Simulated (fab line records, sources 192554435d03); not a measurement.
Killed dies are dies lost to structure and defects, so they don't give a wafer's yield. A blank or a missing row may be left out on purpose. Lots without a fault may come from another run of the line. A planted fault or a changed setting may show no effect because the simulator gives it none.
fab line records | flow n5_finfet
record lots=24 wafers=72 last_day=19
route steps=1938 shown BEOL_M2@919 BEOL_M3@991
lots that met no fault: from a run of the same line without faults
start_h: hours from the record's first day to the start of the lot's first wafer shown | wait_h: hours since the lot's step before | " the same as in the row above | L1.1+2: a row that stands for several wafers | - no value, or no start given | * or withheld: withheld | < > ~ a bound
route shown NAME@n: a module of which the file shows steps, and the number in the route of the first | usual: mean/standard deviation of fault-free wafers | same: alike in all rows | chamber/n: place in a boat | sites: the reading at each site | _std_site: their standard deviation | _edge_site: outer sites' mean less inner sites' | radius_mm: how far each site lies from the wafer's centre | mask NAME#n: copy n | behind: the tool/chamber that last shaped the wafer | hold: why the lot was held/for how many hours/how that ended | device: the transistor (n, p or np) that didn't switch | end of line: the same wafers' tests at the end of the route | a step without rows: its recipe alone | killed: dies lost to structure and defects at the first sort, not the wafer's yield | map: a wafer's dies, x killed, . not, _ none there
set.NAME: the setting as run; set.NAME@STEP: as run at that earlier step | model.NAME: the simulator's own value behind a step, which no gauge read
steps of the route over a sample of lots; a table a step, a row a wafer
services: from which hour (start_h, from the record's first day; less than 0 if before it) a tool's chamber was out of use, for how many hours, and why
## steps
# step N5_BEOL_M2_ANNEAL_95
# recipe temp_c=400 time_s=240 ambient=vacuum
# usual heater_power_w=835/69 susceptor_temp_C_max=401.0/0.46
# columns lot.wafer tool chamber start_h wait_h heater_power_w susceptor_temp_C_max
L074.1 pvd_sputter-02 - 139.66 0.0 911 401.4
L074.2 " - " " 819 400.5
L074.3 " - " " 803 401.3
L075.1 pvd_sputter-03 - 152.86 0.0 946 401.1
L075.2 " - " " 775 400.6
L075.5 " - " " 882 400.6
L076.1 pvd_sputter-01 - 152.99 0.0 795 401.1
L076.2 " - " " 795 400.8
L076.5 " - " " 792 401.8
L077.1 pvd_sputter-02 - 154.64 0.0 905 401.6
L077.2 " - " " 786 401.3
L077.5 " - " " 786 401.3
L078.1 pvd_sputter-03 - 163.89 0.0 766 400.5
L078.3 " - " " 978 400.6
L078.6 " - " " 935 400.9
L079.2 pvd_sputter-02 - 165.62 0.0 766 400.8
L079.3 " - " " 799 400.4
L079.6 " - " " 765 401.2
L080.1 pvd_sputter-01 - 181.80 0.0 802 401.4
L080.2 " - " " 774 401.5
L080.6 " - " " 795 401.1
L081.2 pvd_sputter-02 - 188.31 0.0 771 400.9
L081.5 " - " " 904 401.3
L081.6 " - " " 797 400.2
L082.1 pvd_sputter-02 - 193.25 0.0 784 401.1
L082.2 " - " " 773 400.5
L082.5 " - " " 799 400.8
L083.1 pvd_sputter-03 - 195.03 0.0 976 400.5
L083.4 " - " " 900 400.6
L083.6 " - " " 1003 400.5
L084.4 pvd_sputter-03 - 196.97 0.0 982 400.6
L084.5 " - " " 923 400.9
L084.6 " - " " 788 400.2
L085.2 pvd_sputter-02 - 199.92 0.0 893 401.1
L085.4 " - " " 764 401.1
L085.5 " - " " 912 401.4
L086.1 pvd_sputter-01 - 223.95 0.0 802 401.1
L086.2 " - " " 837 401.9
L086.6 " - " " 836 402.4
L089.1 pvd_sputter-01 - 234.59 0.0 799 401.7
L089.5 " - " " 786 401.0
L089.6 " - " " 815 401.9
L087.4 pvd_sputter-03 - 234.80 0.0 879 400.9
L087.5 " - " " 877 400.7
L087.6 " - " " 774 400.5
L088.1 pvd_sputter-02 - 236.37 0.0 772 400.6
L088.3 " - " " 802 401.4
L088.5 " - " " 896 401.4
L090.1 pvd_sputter-02 - 239.51 0.0 759 400.8
L090.2 " - " " 776 401.7
L090.5 " - " " 775 400.9
L091.2 pvd_sputter-01 - 239.75 0.0 802 401.7
L091.3 " - " " 801 401.1
L091.4 " - " " 801 401.4
L092.1 pvd_sputter-02 - 245.87 0.0 787 400.8
L092.2 " - " " 792 401.4
L092.6 " - " " 776 400.7
L093.3 pvd_sputter-03 - 262.82 0.0 984 400.8
L093.5 " - " " 763 400.9
L093.6 " - " " 956 401.1
L094.1 pvd_sputter-03 - 281.92 0.0 1027 400.5
L094.4 " - " " 862 400.6
L094.5 " - " " 889 400.3
L096.2 pvd_sputter-03 - 284.13 0.0 771 401.0
L096.5 " - " " 855 400.5
L096.6 " - " " 778 400.6
L097.1 pvd_sputter-02 - 301.54 0.0 801 401.2
L097.3 " - " " 812 400.5
L097.6 " - " " 810 400.4
L095.2 pvd_sputter-02 - 313.30 0.0 801 401.2
L095.3 " - " " 805 400.4
L095.6 " - " " 907 401.0
# step N5_BEOL_M2_SPUTTER_96
# recipe material=Cu target_thk_a=45 temp_c=-20 chamber_pressure_pa=0.07 power_w=withheld time_s=8.29
# usual throttle_valve_pct=30.2/1.2
# columns lot.wafer tool chamber start_h wait_h throttle_valve_pct
L074.1 pvd_sputter-02 - 139.80 0.1 30.1
L074.2 " - " " 30.3
L074.3 " - " " 31.8
L075.1 pvd_sputter-03 - 153.00 0.1 29.4
L075.2 " - " " 28.9
L075.5 " - " " 30.6
L076.1 pvd_sputter-01 - 153.13 0.1 32.7
L076.2 " - " " 31.1
L076.5 " - " " 31.3
L077.1 pvd_sputter-02 - 154.78 0.1 30.0
L077.2 " - " " 31.8
L077.5 " - " " 31.9
L078.1 pvd_sputter-03 - 164.03 0.1 29.0
L078.3 " - " " 27.6
L078.6 " - " " 29.2
L079.2 pvd_sputter-02 - 165.76 0.1 29.8
L079.3 " - " " 30.6
L079.6 " - " " 31.9
L080.1 pvd_sputter-01 - 181.94 0.1 31.1
L080.2 " - " " 31.1
L080.6 " - " " 32.7
L081.2 pvd_sputter-02 - 188.45 0.1 30.0
L081.5 " - " " 30.1
L081.6 " - " " 30.6
L082.1 pvd_sputter-02 - 193.39 0.1 31.7
L082.2 " - " " 30.3
L082.5 " - " " 30.0
L083.1 pvd_sputter-03 - 195.17 0.1 27.3
L083.4 " - " " 30.3
L083.6 " - " " 27.6
L084.4 pvd_sputter-03 - 197.11 0.1 27.5
L084.5 " - " " 29.5
L084.6 " - " " 28.9
L085.2 pvd_sputter-02 - 200.06 0.1 30.1
L085.4 " - " " 29.9
L085.5 " - " " 29.6
L086.1 pvd_sputter-01 - 224.09 0.1 31.0
L086.2 " - " " 31.4
L086.6 " - " " 31.5
L089.1 pvd_sputter-01 - 234.73 0.1 32.7
L089.5 " - " " 31.3
L089.6 " - " " 31.5
L087.4 pvd_sputter-03 - 234.94 0.1 30.5
L087.5 " - " " 30.3
L087.6 " - " " 28.6
L088.1 pvd_sputter-02 - 236.51 0.1 30.0
L088.3 " - " " 31.4
L088.5 " - " " 29.9
L090.1 pvd_sputter-02 - 239.65 0.1 30.0
L090.2 " - " " 31.9
L090.5 " - " " 30.1
L091.2 pvd_sputter-01 - 239.89 0.1 30.9
L091.3 " - " " 32.3
L091.4 " - " " 30.9
L092.1 pvd_sputter-02 - 246.01 0.1 30.0
L092.2 " - " " 31.8
L092.6 " - " " 30.0
L093.3 pvd_sputter-03 - 262.96 0.1 27.8
L093.5 " - " " 29.0
L093.6 " - " " 29.4
L094.1 pvd_sputter-03 - 282.06 0.1 27.4
L094.4 " - " " 30.0
L094.5 " - " " 30.1
L096.2 pvd_sputter-03 - 284.27 0.1 28.8
L096.5 " - " " 30.4
L096.6 " - " " 28.7
L097.1 pvd_sputter-02 - 301.68 0.1 31.8
L097.3 " - " " 30.8
L097.6 " - " " 30.6
L095.2 pvd_sputter-02 - 313.44 0.1 31.8
L095.3 " - " " 30.5
L095.6 " - " " 29.6
# step N5_BEOL_M2_ANNEAL_51
# recipe temp_c=225 time_s=90 ambient=N2
# usual wafer_temp_C_max=225.71/0.21
# columns lot.wafer tool chamber start_h wait_h wafer_temp_C_max
L074.1 rtp_anneal-01 0 142.57 2.6 225.97
L074.2 " 0 " " 225.74
L074.3 " 0 " " 225.67
L075.1 rtp_anneal-01 0 154.09 1.0 225.69
L075.2 " 0 " " 225.89
L075.5 " 0 " " 225.88
L076.1 rtp_anneal-01 0 154.36 1.1 225.69
L076.2 " 0 " " 225.64
L076.5 " 0 " " 226.02
L077.1 rtp_anneal-01 0 156.19 1.3 225.94
L077.2 " 0 " " 225.58
L077.5 " 0 " " 226.06
L078.1 rtp_anneal-01 0 169.66 5.5 225.63
L078.3 " 0 " " 225.41
L078.6 " 0 " " 226.12
L079.2 rtp_anneal-01 0 171.72 4.9 225.77
L079.3 " 0 " " 225.76
L079.6 " 0 " " 225.69
L080.1 rtp_anneal-01 0 183.74 1.7 225.75
L080.2 " 0 " " 225.78
L080.6 " 0 " " 225.45
L081.2 rtp_anneal-02 0 188.70 0.1 225.54
L081.5 " 0 " " 225.76
L081.6 " 0 " " 225.59
L082.1 rtp_anneal-02 0 193.59 0.1 225.72
L082.2 " 0 " " 225.79
L082.5 " 0 " " 225.84
L083.1 rtp_anneal-01 0 195.37 0.1 225.81
L083.4 " 0 " " 225.69
L083.6 " 0 " " 225.65
L084.4 rtp_anneal-02 0 197.45 0.2 225.76
L084.5 " 0 " " 225.95
L084.6 " 0 " " 225.63
L085.2 rtp_anneal-01 0 200.30 0.1 226.04
L085.4 " 0 " " 226.01
L085.5 " 0 " " 225.98
L086.1 rtp_anneal-01 0 224.28 0.1 225.77
L086.2 " 0 " " 225.51
L086.6 " 0 " " 225.72
L089.1 rtp_anneal-02 0 234.92 0.1 225.61
L089.5 " 0 " " 225.64
L089.6 " 0 " " 225.82
L087.4 rtp_anneal-01 0 235.28 0.2 225.90
L087.5 " 0 " " 225.94
L087.6 " 0 " " 225.68
L088.1 rtp_anneal-01 0 236.99 0.3 226.01
L088.3 " 0 " " 225.88
L088.5 " 0 " " 225.56
L090.1 rtp_anneal-01 0 239.97 0.2 225.60
L090.2 " 0 " " 225.66
L090.5 " 0 " " 225.97
L091.2 rtp_anneal-02 0 240.15 0.1 225.57
L091.3 " 0 " " 225.96
L091.4 " 0 " " 225.48
L092.1 rtp_anneal-02 0 246.21 0.1 225.71
L092.2 " 0 " " 225.89
L092.6 " 0 " " 225.85
L093.3 rtp_anneal-01 0 263.24 0.1 225.41
L093.5 " 0 " " 225.38
L093.6 " 0 " " 225.55
L094.1 rtp_anneal-01 0 282.28 0.1 225.71
L094.4 " 0 " " 225.88
L094.5 " 0 " " 225.91
L096.2 rtp_anneal-01 0 284.51 0.1 225.31
L096.5 " 0 " " 225.44
L096.6 " 0 " " 225.40
L097.1 rtp_anneal-01 0 301.87 0.1 225.58
L097.3 " 0 " " 225.90
L097.6 " 0 " " 225.69
L095.2 rtp_anneal-02 0 313.68 0.1 225.56
L095.3 " 0 " " 225.48
L095.6 " 0 " " 225.83
# step N5_BEOL_M3_ALD_84
# recipe material=TaN target_thk_a=* temp_c=275 ald_precursor_family=PDMAT ald_co_reactant=NH3 pressure_torr=3 carrier_flow_sccm=1500 pulse_time_s=2 purge_time_s=3 co_reactant_purge_time_s=2 co_reactant_pulse_time_s=3 ald_cycles=30 precursor_vessel_temp_c=75 precursor_vessel_pressure_torr=26.25 precursor_vessel_carrier_sccm=1000
# usual heater_power_w=439/35
# same co_reactant_pulse_time_s=3
# columns lot.wafer tool chamber start_h wait_h heater_power_w
L074.1 ald_metal-03 1 148.13 0.0 475
L074.2 " 3 " " 470
L074.3 " 2 " " 406
L075.1 ald_metal-01 1 158.31 0.0 490
L075.2 " 3 " " 414
L075.5 " 3 " " 418
L076.1 ald_metal-03 0 158.76 0.0 375
L076.2 " 1 " " 473
L076.5 " 3 " " 483
L077.1 ald_metal-01 3 161.53 0.0 410
L077.2 " 0 " " 442
L077.5 " 2 " " 439
L078.1 ald_metal-01 3 173.95 0.1 414
L078.3 " 1 " " 489
L078.6 " 2 " " 426
L079.2 ald_metal-01 1 176.98 0.0 492
L079.3 " 2 " " 433
L079.6 " 1 " " 493
L080.1 ald_metal-03 3 191.17 0.1 475
L080.2 " 1 " " 457
L080.6 " 0 " " 384
L081.2 ald_metal-03 3 194.77 0.0 484
L081.5 " 3 " " 474
L081.6 " 0 " " 377
L082.1 ald_metal-01 1 197.86 0.0 503
L082.2 " 2 " " 418
L082.5 " 3 " " 400
L083.1 ald_metal-01 0 201.70 0.1 431
L083.4 " 1 " " 503
L083.6 " 3 " " 416
L084.4 ald_metal-03 2 206.73 0.0 412
L084.5 " 2 " " 424
L084.6 " 1 " " 484
L085.2 ald_metal-01 3 206.88 0.1 402
L085.4 " 0 " " 441
L085.5 " 2 " " 440
L086.1 ald_metal-03 3 232.29 0.0 480
L086.2 " 0 " " 381
L086.6 " 0 " " 380
L089.1 ald_metal-03 3 240.06 0.0 469
L089.5 " 1 " " 465
L089.6 " 2 " " 412
L087.4 ald_metal-01 1 240.16 0.1 494
L087.5 " 3 " " 411
L087.6 " 2 " " 428
L088.1 ald_metal-04 1 242.83 0.0 451
L088.3 " 3 " " 455
L088.5 " 1 " " 462
L091.2 ald_metal-01 3 253.15 0.1 413
L091.3 " 2 " " 431
L091.4 " 0 " " 443
L090.1 ald_metal-04 3 256.47 0.1 451
L090.2 " 0 " " 410
L090.5 " 1 " " 466
L092.1 ald_metal-03 3 261.57 0.1 465
L092.2 " 2 " " 409
L092.6 " 2 " " 414
L093.3 ald_metal-01 2 269.56 0.0 435
L093.5 " 2 " " 422
L093.6 " 1 " " 492
L094.1 ald_metal-03 3 291.22 0.0 470
L094.4 " 1 " " 483
L094.5 " 2 " " 407
L096.2 ald_metal-01 2 299.42 0.0 424
L096.5 " 2 " " 437
L096.6 " 1 " " 497
L097.1 ald_metal-03 3 307.56 0.3 469
L097.3 " 2 " " 413
L097.6 " 3 " " 472
L095.2 ald_metal-04 0 319.46 0.0 405
L095.3 " 2 " " 446
L095.6 " 2 " " 451
# step N5_BEOL_M3_SPUTTER_79
# recipe material=Cu target_thk_a=45 temp_c=-20 chamber_pressure_pa=0.07 power_w=withheld time_s=8.29
# usual throttle_valve_pct=30.3/1.4
# columns lot.wafer tool chamber start_h wait_h throttle_valve_pct
L074.1 pvd_sputter-03 - 149.00 0.1 29.6
L074.2 " - " " 27.5
L074.3 " - " " 29.0
L075.1 pvd_sputter-01 - 158.98 0.1 30.9
L075.2 " - " " 31.1
L075.5 " - " " 32.3
L076.1 pvd_sputter-01 - 160.82 0.1 32.5
L076.2 " - " " 31.3
L076.5 " - " " 32.7
L077.1 pvd_sputter-02 - 162.35 0.1 31.9
L077.2 " - " " 30.5
L077.5 " - " " 30.0
L078.1 pvd_sputter-03 - 174.87 0.1 29.2
L078.3 " - " " 28.8
L078.6 " - " " 29.3
L079.2 pvd_sputter-01 - 177.73 0.1 32.4
L079.3 " - " " 31.3
L079.6 " - " " 31.2
L080.1 pvd_sputter-02 - 193.69 0.1 30.6
L080.2 " - " " 31.6
L080.6 " - " " 31.8
L081.2 pvd_sputter-01 - 195.51 0.1 32.3
L081.5 " - " " 31.5
L081.6 " - " " 31.1
L082.1 pvd_sputter-03 - 198.67 0.1 29.1
L082.2 " - " " 27.3
L082.5 " - " " 28.8
L083.1 pvd_sputter-03 - 202.65 0.1 27.6
L083.4 " - " " 29.4
L083.6 " - " " 27.5
L084.4 pvd_sputter-01 - 207.43 0.1 31.3
L084.5 " - " " 31.0
L084.6 " - " " 32.6
L085.2 pvd_sputter-02 - 208.20 0.1 30.6
L085.4 " - " " 30.1
L085.5 " - " " 29.8
L086.1 pvd_sputter-02 - 233.13 0.1 30.0
L086.2 " - " " 29.8
L086.6 " - " " 30.8
L089.1 pvd_sputter-01 - 240.73 0.1 31.0
L089.5 " - " " 31.2
L089.6 " - " " 31.5
L087.4 pvd_sputter-02 - 241.01 0.1 30.1
L087.5 " - " " 30.8
L087.6 " - " " 31.8
L088.1 pvd_sputter-03 - 252.41 8.7 27.6
L088.3 " - " " 30.2
L088.5 " - " " 29.4
L091.2 pvd_sputter-03 - 254.37 0.1 30.3
L091.3 " - " " 29.5
L091.4 " - " " 27.4
L090.1 pvd_sputter-01 - 257.45 0.1 31.2
L090.2 " - " " 31.2
L090.5 " - " " 31.4
L092.1 pvd_sputter-01 - 263.99 0.1 32.8
L092.2 " - " " 31.1
L092.6 " - " " 32.6
L093.3 pvd_sputter-03 - 270.27 0.1 27.9
L093.5 " - " " 29.1
L093.6 " - " " 27.4
L094.1 pvd_sputter-01 - 292.10 0.1 31.0
L094.4 " - " " 31.3
L094.5 " - " " 31.5
L096.2 pvd_sputter-03 - 300.28 0.1 27.5
L096.5 " - " " 30.3
L096.6 " - " " 27.2
L097.1 pvd_sputter-02 - 308.32 0.1 30.3
L097.3 " - " " 30.0
L097.6 " - " " 29.8
L095.2 pvd_sputter-03 - 322.00 0.1 29.0
L095.3 " - " " 30.2
L095.6 " - " " 29.2
# step N5_BEOL_M3_ANNEAL_93
# recipe temp_c=400 time_s=240 ambient=vacuum
# usual heater_power_w=841/73 susceptor_temp_C_max=401.0/0.45
# columns lot.wafer tool chamber start_h wait_h heater_power_w susceptor_temp_C_max
L074.1 pvd_sputter-03 - 150.18 0.0 944 400.9
L074.2 " - " " 997 400.7
L074.3 " - " " 771 400.3
L075.1 pvd_sputter-01 - 160.16 0.0 773 401.3
L075.2 " - " " 793 401.5
L075.5 " - " " 792 401.4
L076.1 pvd_sputter-01 - 162.00 0.0 799 400.5
L076.2 " - " " 799 401.4
L076.5 " - " " 803 400.9
L077.1 pvd_sputter-02 - 163.53 0.0 788 400.8
L077.2 " - " " 801 400.9
L077.5 " - " " 774 400.6
L078.1 pvd_sputter-03 - 176.05 0.0 941 401.4
L078.3 " - " " 786 400.6
L078.6 " - " " 939 401.1
L079.2 pvd_sputter-01 - 178.91 0.0 792 401.2
L079.3 " - " " 785 401.0
L079.6 " - " " 772 401.3
L080.1 pvd_sputter-02 - 194.87 0.0 811 400.9
L080.2 " - " " 788 401.7
L080.6 " - " " 791 401.6
L081.2 pvd_sputter-01 - 196.69 0.0 783 400.7
L081.5 " - " " 823 401.9
L081.6 " - " " 761 401.2
L082.1 pvd_sputter-03 - 199.85 0.0 952 400.2
L082.2 " - " " 998 400.5
L082.5 " - " " 759 400.5
L083.1 pvd_sputter-03 - 203.83 0.0 973 400.6
L083.4 " - " " 955 400.8
L083.6 " - " " 998 400.6
L084.4 pvd_sputter-01 - 208.61 0.0 794 401.3
L084.5 " - " " 804 400.9
L084.6 " - " " 801 400.9
L085.2 pvd_sputter-02 - 209.38 0.0 799 400.8
L085.4 " - " " 755 400.3
L085.5 " - " " 920 401.1
L086.1 pvd_sputter-02 - 234.31 0.0 904 400.8
L086.2 " - " " 764 401.0
L086.6 " - " " 807 400.5
L089.1 pvd_sputter-01 - 241.91 0.0 798 401.1
L089.5 " - " " 797 401.2
L089.6 " - " " 813 401.4
L087.4 pvd_sputter-02 - 242.19 0.0 785 400.9
L087.5 " - " " 799 400.7
L087.6 " - " " 774 400.9
L088.1 pvd_sputter-03 - 253.59 0.0 979 400.7
L088.3 " - " " 874 400.4
L088.5 " - " " 925 401.3
L091.2 pvd_sputter-03 - 255.55 0.0 864 400.7
L091.3 " - " " 960 400.7
L091.4 " - " " 963 400.8
L090.1 pvd_sputter-01 - 258.63 0.0 792 401.6
L090.2 " - " " 837 401.7
L090.5 " - " " 827 401.8
L092.1 pvd_sputter-01 - 265.17 0.0 807 401.5
L092.2 " - " " 806 401.0
L092.6 " - " " 787 401.2
L093.3 pvd_sputter-03 - 271.45 0.0 1001 399.9
L093.5 " - " " 930 400.9
L093.6 " - " " 989 400.1
L094.1 pvd_sputter-01 - 293.28 0.0 762 401.4
L094.4 " - " " 838 401.1
L094.5 " - " " 806 401.3
L096.2 pvd_sputter-03 - 301.46 0.0 996 400.6
L096.5 " - " " 881 401.1
L096.6 " - " " 998 400.4
L097.1 pvd_sputter-02 - 309.50 0.0 812 400.8
L097.3 " - " " 903 401.1
L097.6 " - " " 917 401.3
L095.2 pvd_sputter-03 - 323.18 0.0 778 400.4
L095.3 " - " " 846 400.8
L095.6 " - " " 973 401.0
## services
# columns tool chamber start_h hours kind
rtp_anneal-02 - 118.69 61.9 pm
pvd_sputter-03 - 133.80 2.7 repair
rtp_anneal-01 - 180.85 2.4 pm
pvd_sputter-02 - 269.38 29.2 repair
ald_metal-01 - 279.78 14.6 pm
ald_metal-03 2 292.55 14.3 repair
ald_metal-04 - 301.55 2.8 pm
ald_metal-01 - 303.83 14.1 repair
ald_metal-04 3 305.55 25.9 repair
## key
fault none
